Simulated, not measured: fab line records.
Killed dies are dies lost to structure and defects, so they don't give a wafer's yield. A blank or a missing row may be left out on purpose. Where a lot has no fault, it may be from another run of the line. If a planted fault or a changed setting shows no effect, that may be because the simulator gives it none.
Chamber matching ; flow nandHarc ; rieDiel-03 running NHARC_A_STAIRCASE_STRIP_476: 4 sister chambers
The step strips in O2, time 20 s. 4 wafers are shown with their chamber, then 11 later ones without.

== EACH WAFER AND ITS CHAMBER ==
wafer;chamber;showerheadPlenumPTorr (Torr)
L084.6;2;3.66
L086.1;1;3.36
L087.6;0;3.32
L085.1;3;3.65

== WAFERS WHOSE CHAMBER IS MISSING ==
wafer;showerheadPlenumPTorr (Torr)
L085.2;3.66
L085.5;3.66
L088.3;3.65
L088.5;3.65
L088.6;3.65
L092.1;3.31
L092.4;3.64
L092.6;3.31
L096.1;3.31
L096.4;3.35
L096.6;3.64

== WHICH CHAMBER EACH ONE RAN IN ==
wafer;from the rows above;in truth
L085.2;can't be placed: 2 or 3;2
L085.5;can't be placed: 2 or 3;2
L088.3;can't be placed: 3 or 2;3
L088.5;can't be placed: 3 or 2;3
L088.6;can't be placed: 3 or 2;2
L092.1;0;0
L092.4;can't be placed: 3 or 2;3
L092.6;0;0
L096.1;0;0
L096.4;1;1
L096.6;can't be placed: 3 or 2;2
Correctly placed: 4 of 11. Not placeable from these rows: 7 (in 7, the candidates include the true chamber). Wrongly placed: 0.
How it was worked out, from the rows above alone: a wafer's distance from a chamber is the root of the sum, over the readings, of the square of ((its reading less the chamber's mean) divided by the reading's scatter). If the next closest chamber is less than 2 further off than the closest, the wafer can't be placed; otherwise it belongs to the closest. Each chamber's mean is taken over the wafers shown for it. The scatter: root of mean squared gap, hidden wafer to nearest shown wafer, with one shown wafer a chamber.
